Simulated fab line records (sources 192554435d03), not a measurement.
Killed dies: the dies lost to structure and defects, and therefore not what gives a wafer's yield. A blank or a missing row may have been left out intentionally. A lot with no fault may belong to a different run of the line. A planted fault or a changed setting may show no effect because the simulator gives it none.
Split-lot study ; flow n5-finfet ; on a route of 1938 steps: 7 lots, 39 wafers read

== THE SPLIT ==
At N5_BEOL_M7_TRENCH_ETCH_37 (etches SiCOH lowk in C4F6/O2, target depth 93.478 nm, time 31.2 s), the setting target-depth-a was moved away from the recipe's 934.78 angstrom on 15 of the 39 wafers read, by -33.8% to +37.5%. This setting was run at the recipe's value on the other wafers.

== FROM THE SPLIT TO THE READING: what the file shows between them, 8 steps ==
- N5_BEOL_M7_ETCH_41: etches SiCN in CH3F/O2, target depth 31.9 nm, time 57.8 s
- N5_BEOL_M7_STRIP_80: strips in N2/H2, time 10 s
- N5_BEOL_M7_OCD_MEAS_38
- N5_BEOL_M7_HM_STRIP_39: strips TiN in peroxide tin strip, target depth 25 nm, time 158 s
- N5_BEOL_M7_SRD_40: time 30 s
- N5_BEOL_M7_ECD_50: material Cu, target thk 300 nm
- N5_BEOL_M7_ANNEAL_51: time 90 s
- N5_BEOL_M7_CMP_52: polishes, stops on SiCOH lowk, t overpolish 6.9 s, target thk 80 nm

== THE READING ==
M7_THK, in nm, at N5_BEOL_M7_THK_MEAS_53 (measures by xrf). On this fab line, fault-free wafers typically give 78.1 nm with a standard deviation of 2.5 nm.

wafer;tool, chamber at the split;target-depth-a as run, angstrom;against the recipe;M7_THK, nm;against lot-mates on the recipe
L075.2;rie-diel-06, 0;934.78;recipe;75.1;-
L075.3;rie-diel-06, 1;934.78;recipe;79.2;-
L075.4;rie-diel-06, 2;934.78;recipe;78.0;-
L078.1;rie-diel-04, 1;934.78;recipe;80.3;-
L078.2;rie-diel-04, 3;934.78;recipe;81.5;-
L078.3;rie-diel-04, 2;619.2;-33.8%;47.9;-33.4
L078.4;rie-diel-04, 3;934.78;recipe;82.2;-
L078.5;rie-diel-04, 2;619.2;-33.8%;49.5;-31.8
L078.6;rie-diel-04, 1;619.2;-33.8%;48.6;-32.7
L085.1;rie-diel-06, 2;934.78;recipe;77.1;-
L085.2;rie-diel-06, 0;1285;+37.5%;106.7;+29.9
L085.3;rie-diel-06, 3;1285;+37.5%;106.2;+29.4
L085.4;rie-diel-06, 1;934.78;recipe;78.4;-
L085.5;rie-diel-06, 0;934.78;recipe;75.0;-
L085.6;rie-diel-06, 1;1285;+37.5%;112.2;+35.4
L087.1;rie-diel-01, 1;934.78;recipe;73.1;-
L087.2;rie-diel-01, 0;758.2;-18.9%;61.6;-15.3
L087.3;rie-diel-01, 3;934.78;recipe;80.3;-
L087.4;rie-diel-01, 2;758.2;-18.9%;65.1;-11.8
L087.5;rie-diel-01, 0;934.78;recipe;77.4;-
L087.6;rie-diel-01, 3;758.2;-18.9%;61.3;-15.6
L092.1;rie-diel-01, 0;934.78;recipe;78.2;-
L092.2;rie-diel-01, 1;934.78;recipe;77.5;-
L092.3;rie-diel-01, 2;934.78;recipe;84.1;-
L092.4;rie-diel-01, 3;934.78;recipe;78.5;-
L092.5;rie-diel-01, 0;934.78;recipe;80.3;-
L092.6;rie-diel-01, 1;934.78;recipe;77.3;-
L097.1;rie-diel-01, 3;934.78;recipe;78.3;-
L097.2;rie-diel-01, 2;1195;+27.8%;105.8;+28.8
L097.3;rie-diel-01, 0;1195;+27.8%;101.2;+24.2
L097.4;rie-diel-01, 1;934.78;recipe;73.4;-
L097.5;rie-diel-01, 3;934.78;recipe;79.3;-
L097.6;rie-diel-01, 2;1195;+27.8%;106.6;+29.6
L094.1;rie-diel-06, 0;1200;+28.4%;102.7;+27.3
L094.2;rie-diel-06, 2;1200;+28.4%;102.8;+27.4
L094.3;rie-diel-06, 3;934.78;recipe;75.4;-
L094.4;rie-diel-06, 0;1200;+28.4%;101.9;+26.5
L094.5;rie-diel-06, 3;934.78;recipe;74.3;-
L094.6;rie-diel-06, 2;934.78;recipe;76.6;-

FIT RESULTS
A straight line over all 39 wafers: M7_THK changes by +0.859 nm for each +1% of target-depth-a; r = +0.99; the points scatter about the line by 2.6 nm.
The same after taking each lot's own level away (the mean of its wafers on the recipe; 39 wafers): +0.911 nm for each +1%; r = +0.99; scatter 2.5 nm.
According to that fit, moving target-depth-a by its largest amount changes the reading by 34 nm.
From 75.43 to 81.33 nm: that is the span of the lots' own levels, equal to 2.4 times the standard deviation above.
Consequently the slope shifts little with the lot-to-lot level, the two slopes agreeing.
Check: +34.8 nm against its lot-mates is what the line predicts for one of the wafers moved furthest among these (+37.5%) when that wafer is left out of the fit. It came out at +29.9 nm against them.

== THESE WAFERS: OTHER SPLITS ==
Before the reading, these wafers also passed through other splits. Each is held against what the fit with the lots' levels taken away leaves over:
other split on the same wafers;wafers away from the commonest value;r with M7_THK (lot level and that fit taken away)
N5_SPACER0_ALD_08 target-thk-a;12;+0.20
N5_HKMG_FIN_DESCUM_53 time-s;12;-0.19

== THE WHOLE CHAIN: every reading that the file lists as answering this split, in the file's order ==
step;what it does;reading;change (the file's fit);r (the file's)
N5_BEOL_M7_TRENCH_ETCH_37;etches SiCOH lowk in C4F6/O2, target depth 93.478 nm, time 31.2 s;BEOL_M7.feature-depth-nm (the simulator's own value, which no gauge read);+0.946 nm for each +1% of the setting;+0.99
N5_BEOL_M7_TRENCH_ETCH_37;etches SiCOH lowk in C4F6/O2, target depth 93.478 nm, time 31.2 s;etch.depth-nm (the simulator's own value, which no gauge read);+0.947 nm for each +1% of the setting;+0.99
N5_BEOL_M7_OCD_MEAS_38;;trench-depth-nm;+0.95 nm for each +1% of the setting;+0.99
N5_BEOL_M7_CMP_52;polishes, stops on SiCOH lowk, t overpolish 6.9 s, target thk 80 nm;Cu_of_BEOL_M7_ECD_50.thk-nm (the simulator's own value, which no gauge read);+0.938 nm for each +1% of the setting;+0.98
N5_BEOL_M7_THK_MEAS_53;measures by xrf;M7_THK;+0.912 for each +1% of the setting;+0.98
N5_BEOL_M7_RS_MEAS_57;measures by four-point-probe;M7_RS;not straight: 0.507 at the lowest setting, 0.285 at the recipe, 0.195 at the highest;not given

== THE FILE'S OWN FIT ==
M7_THK changes by +0.912 nm for each +1% of target-depth-a, r = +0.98.
